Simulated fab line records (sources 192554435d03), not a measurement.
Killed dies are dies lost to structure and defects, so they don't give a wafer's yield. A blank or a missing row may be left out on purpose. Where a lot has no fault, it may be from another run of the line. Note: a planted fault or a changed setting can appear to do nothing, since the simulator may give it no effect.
Which tool is to blame? | flow n5-finfet | Sampling: 11 lots, 33 wafers, 5 of 1938 route steps

== WHAT EACH GAUGE READ, for each wafer ==
The record holds no reading of a measuring or inspecting step that can be judged against a usual standard deviation.

== WHICH TOOL RAN EACH LOT (tool, then ch and the chambers of the sampled wafers, then the start) ==
lot  | N5_BEOL_M15_STRIP_64                          | N5_BEOL_M15_SPUTTER_44       | N5_BEOL_M15_SPUTTER_45       | N5_BEOL_M15_DEP_53              | N5_PASSIVATION_PROBE_49
L658 | rie-diel-05 ch 2,3, day 13 19:59 or earlier   | pvd-sputter-02, day 13 19:59 | pvd-sputter-02, day 13 20:04 | pecvd-03 ch 0,1,2, day 13 21:04 | -
L663 | rie-diel-06 ch 2,3, day 14 14:03 or earlier   | pvd-sputter-01, day 14 14:03 | pvd-sputter-01, day 14 14:08 | pecvd-03 ch 0,1, day 14 15:08   | -
L664 | rie-diel-05 ch 0,3, day 15 10:28 or earlier   | pvd-sputter-03, day 15 10:28 | pvd-sputter-03, day 15 10:32 | pecvd-03 ch 1,2, day 15 11:41   | prober-02, day 16 03:04
L666 | rie-diel-05 ch 0,1,2, day 15 16:10 or earlier | pvd-sputter-02, day 15 16:10 | pvd-sputter-02, day 15 16:14 | pecvd-03 ch 0,2, day 15 18:37   | prober-01, day 16 07:37
L672 | rie-diel-02 ch 1,2, day 17 10:10 or earlier   | pvd-sputter-02, day 17 10:10 | pvd-sputter-02, day 17 10:14 | pecvd-02 ch 1,2, day 17 11:36   | -
L674 | rie-diel-06 ch 2,3, day 17 12:35 or earlier   | pvd-sputter-02, day 17 12:35 | pvd-sputter-02, day 17 12:40 | pecvd-03 ch 0,1, day 17 14:19   | -
L673 | rie-diel-05 ch 0,2,3, day 17 12:40 or earlier | pvd-sputter-01, day 17 12:40 | pvd-sputter-01, day 17 12:44 | pecvd-03 ch 0,1, day 17 14:33   | -
L675 | rie-diel-05 ch 1,2,3, day 17 13:24 or earlier | pvd-sputter-03, day 17 13:24 | pvd-sputter-03, day 17 13:29 | pecvd-02 ch 0,1,2, day 17 14:49 | -
L676 | rie-diel-06 ch 1,3, day 17 23:47 or earlier   | pvd-sputter-01, day 17 23:47 | pvd-sputter-01, day 17 23:52 | pecvd-02 ch 0,1,2, day 18 00:53 | -
L677 | rie-diel-02 ch 1,3, day 18 17:56 or earlier   | pvd-sputter-02, day 18 17:56 | pvd-sputter-02, day 18 18:01 | pecvd-03 ch 0,1, day 18 19:17   | -
L678 | rie-diel-06 ch 0,2, day 18 17:55 or earlier   | pvd-sputter-01, day 18 17:55 | pvd-sputter-01, day 18 17:59 | pecvd-03 ch 0,1, day 18 19:01   | -
- N5_BEOL_M15_STRIP_64: strips in O2.
- N5_BEOL_M15_SPUTTER_44: material Ta, target thk 15 nm, time 24.19 s.
- N5_BEOL_M15_SPUTTER_45: material Cu, target thk 100 nm, time 16.67 s.
- N5_BEOL_M15_DEP_53: deposits SiCN from 3MS/NH3, target thk 50 nm, time 17.8 s.
- N5_PASSIVATION_PROBE_49

== WHAT THE TOOLS THEMSELVES READ (means of the sampled wafers that have a number; where no wafer has one, the mark that the record gives instead) ==
N5_BEOL_M15_STRIP_64. Usual: drypump-motor-current-A 5.7 A, standard deviation 0.52; o2-flow-sccm 225.0 sccm, standard deviation 0.69; oes-product-au 0.78 a.u., standard deviation 0.068; rf-vpp-V 3.6 V, standard deviation 0.46; showerhead-plenum-p-Torr 2.09 Torr, standard deviation 0.069; throttle-valve-pct 16.59 %, standard deviation 0.17.
lot  | tool        | drypump-motor-current-A (A) | o2-flow-sccm (sccm) | oes-product-au (a.u.) | rf-vpp-V (V) | showerhead-plenum-p-Torr (Torr) | throttle-valve-pct (%) | flag
L658 | rie-diel-05 | 5.5                         | 224.3               | 0.81                  | 3.9          | 2.09                            | 16.48                  |
L663 | rie-diel-06 | 6.3                         | 225.0               | 0.87                  | 3.7          | 2.05                            | 16.65                  |
L664 | rie-diel-05 | 5.3                         | 225.3               | 0.72                  | 4.0          | 2.17                            | 16.58                  |
L666 | rie-diel-05 | 5.5                         | 225.0               | 0.76                  | 3.8          | 2.09                            | 16.55                  |
L672 | rie-diel-02 | 6.2                         | 225.2               | 0.77                  | 3.4          | 2.15                            | 16.77                  |
L674 | rie-diel-06 | 6.0                         | 225.0               | 0.79                  | 3.6          | 2.02                            | 16.82                  |
L673 | rie-diel-05 | 5.4                         | 224.9               | 0.75                  | 3.2          | 2.12                            | 16.57                  |
L675 | rie-diel-05 | 5.7                         | 225.1               | 0.75                  | 3.5          | 2.10                            | 16.54                  |
L676 | rie-diel-06 | 5.4                         | 225.7               | 0.74                  | 3.8          | 2.01                            | 16.83                  |
L677 | rie-diel-02 | 5.8                         | 225.0               | 0.78                  | 3.4          | 2.14                            | 16.61                  |
L678 | rie-diel-06 | 6.5                         | 225.3               | 0.88                  | 3.8          | 2.05                            | 16.45                  |

N5_BEOL_M15_SPUTTER_44. Usual: bias-v 79.9 V, standard deviation 0.79; throttle-valve-pct 30.6 %, standard deviation 0.64.
lot  | tool           | bias-v (V) | throttle-valve-pct (%) | flag
L658 | pvd-sputter-02 | 80.0       | 29.9                   |
L663 | pvd-sputter-01 | 79.5       | 31.5                   |
L664 | pvd-sputter-03 | 79.8       | 30.8                   |
L666 | pvd-sputter-02 | 80.0       | 30.3                   |
L672 | pvd-sputter-02 | 80.1       | 30.2                   |
L674 | pvd-sputter-02 | 79.7       | 29.9                   |
L673 | pvd-sputter-01 | 79.8       | 31.0                   |
L675 | pvd-sputter-03 | 79.8       | 30.4                   |
L676 | pvd-sputter-01 | 79.1       | 30.9                   |
L677 | pvd-sputter-02 | 80.4       | 30.3                   |
L678 | pvd-sputter-01 | 79.5       | 30.9                   |

N5_BEOL_M15_SPUTTER_45. Usual: bias-v 60.0 V, standard deviation 0.59; chuck-sensor-temp-C -15.8 C, standard deviation 0.62; throttle-valve-pct 30.6 %, standard deviation 0.64.
lot  | tool           | bias-v (V) | chuck-sensor-temp-C (C) | throttle-valve-pct (%) | flag
L658 | pvd-sputter-02 | 60.1       | -15.9                   | 29.9                   |
L663 | pvd-sputter-01 | 60.8       | -16.5                   | 31.5                   |
L664 | pvd-sputter-03 | 60.1       | -15.6                   | 30.6                   |
L666 | pvd-sputter-02 | 60.4       | -15.8                   | 30.3                   |
L672 | pvd-sputter-02 | 59.9       | -15.7                   | 30.5                   |
L674 | pvd-sputter-02 | 60.4       | -15.7                   | 30.0                   |
L673 | pvd-sputter-01 | 60.0       | -15.7                   | 31.0                   |
L675 | pvd-sputter-03 | 59.8       | -15.9                   | 30.3                   |
L676 | pvd-sputter-01 | 60.3       | -16.3                   | 30.7                   |
L677 | pvd-sputter-02 | 59.6       | -15.8                   | 30.2                   |
L678 | pvd-sputter-01 | 59.3       | -15.9                   | 30.8                   |

N5_BEOL_M15_DEP_53. Usual: chamber-pressure-Torr 3.000 Torr, standard deviation 0.0066; rf-fwd-power-W 667 W, standard deviation 4; showerhead-plenum-p-Torr 4.150 Torr, standard deviation 0.018; throttle-valve-pct 18.1 %, standard deviation 0.71.
lot  | tool     | chamber-pressure-Torr (Torr) | rf-fwd-power-W (W) | showerhead-plenum-p-Torr (Torr) | throttle-valve-pct (%) | flag
L658 | pecvd-03 | 2.997                        | 668                | 4.136                           | 17.9                   |
L663 | pecvd-03 | 3.002                        | 669                | 4.143                           | 18.5                   |
L664 | pecvd-03 | -                            | -                  | -                               | -                      | OFF
L666 | pecvd-03 | -                            | -                  | -                               | -                      | OFF
L672 | pecvd-02 | 3.001                        | 662                | 4.148                           | 18.2                   |
L674 | pecvd-03 | 2.997                        | 672                | 4.143                           | 17.9                   |
L673 | pecvd-03 | 3.005                        | 670                | 4.148                           | 18.1                   |
L675 | pecvd-02 | 2.991                        | 664                | 4.169                           | 17.9                   |
L676 | pecvd-02 | 2.994                        | 666                | 4.161                           | 17.7                   |
L677 | pecvd-03 | 3.008                        | 668                | 4.142                           | 18.5                   |
L678 | pecvd-03 | 3.000                        | 671                | 4.151                           | 18.6                   |

N5_PASSIVATION_PROBE_49. Usual: defect-limited-yield 91.1 %, standard deviation 1.5; killed_at_M0_to_M3 36, standard deviation 11; killed_at_M4_up 14, standard deviation 5.6; killed-at-contacts 11, standard deviation 5.6; killed-at-front-end 40, standard deviation 12; killed-at-other 4, standard deviation 3.2; killed-dies 105, standard deviation 17; killed-open 69, standard deviation 12; killed-short 34, standard deviation 8.4; sort_bin_5_function 5.2 %, standard deviation 0.95; sort_bin_6_memory 3.3 %, standard deviation 0.63; sort-n-pass 1075, standard deviation 17; sort-yield-pct 91.1 %, standard deviation 1.5.
lot  | tool      | defect-limited-yield (%) | killed_at_M0_to_M3 | killed_at_M4_up | killed-at-contacts | killed-at-front-end | killed-at-other | killed-dies | killed-open | killed-short | sort_bin_5_function (%) | sort_bin_6_memory (%) | sort-n-pass | sort-yield-pct (%) | flag
L664 | prober-02 | 89.7                     | 43                 | 23              | 10                 | 40                  | 5               | 122         | 85          | 35           | 6.3                     | 3.6                   | 1058        | 89.7               |
L666 | prober-01 | 90.5                     | 52                 | 9               | 7                  | 39                  | 5               | 112         | 62          | 50           | 5.1                     | 3.6                   | 1068        | 90.5               |

== THE ANSWER, worked out from the rows above alone ==
Rule: a lot is off if the mean of its wafers that have a number lies more than 3 standard deviations from the usual mean. Also off: a lot with no number at a reading for which 4 or more lots have one. The other lots that the step has rows for count as sound. Order of review: gauges by route order, followed by the tools' own readings, for which a lot's mean as printed above is used. At the first step where some lot is off, the reading lying furthest off is the one used; lots without a number count as furthest.
Off, at N5_BEOL_M15_DEP_53 on chamber-pressure-Torr: L664, L666. Without a number there: L664, L666.
A tool fits if, at that step or a process step before it, it ran every lot that is off, and no sound lot after the first of them. With no start given for some of its lots, N5_BEOL_M15_STRIP_64 uses the hours and lot order of N5_BEOL_M15_SPUTTER_44. None of those tried fits.

== WHAT WAS PUT IN BY THE SIMULATOR ==
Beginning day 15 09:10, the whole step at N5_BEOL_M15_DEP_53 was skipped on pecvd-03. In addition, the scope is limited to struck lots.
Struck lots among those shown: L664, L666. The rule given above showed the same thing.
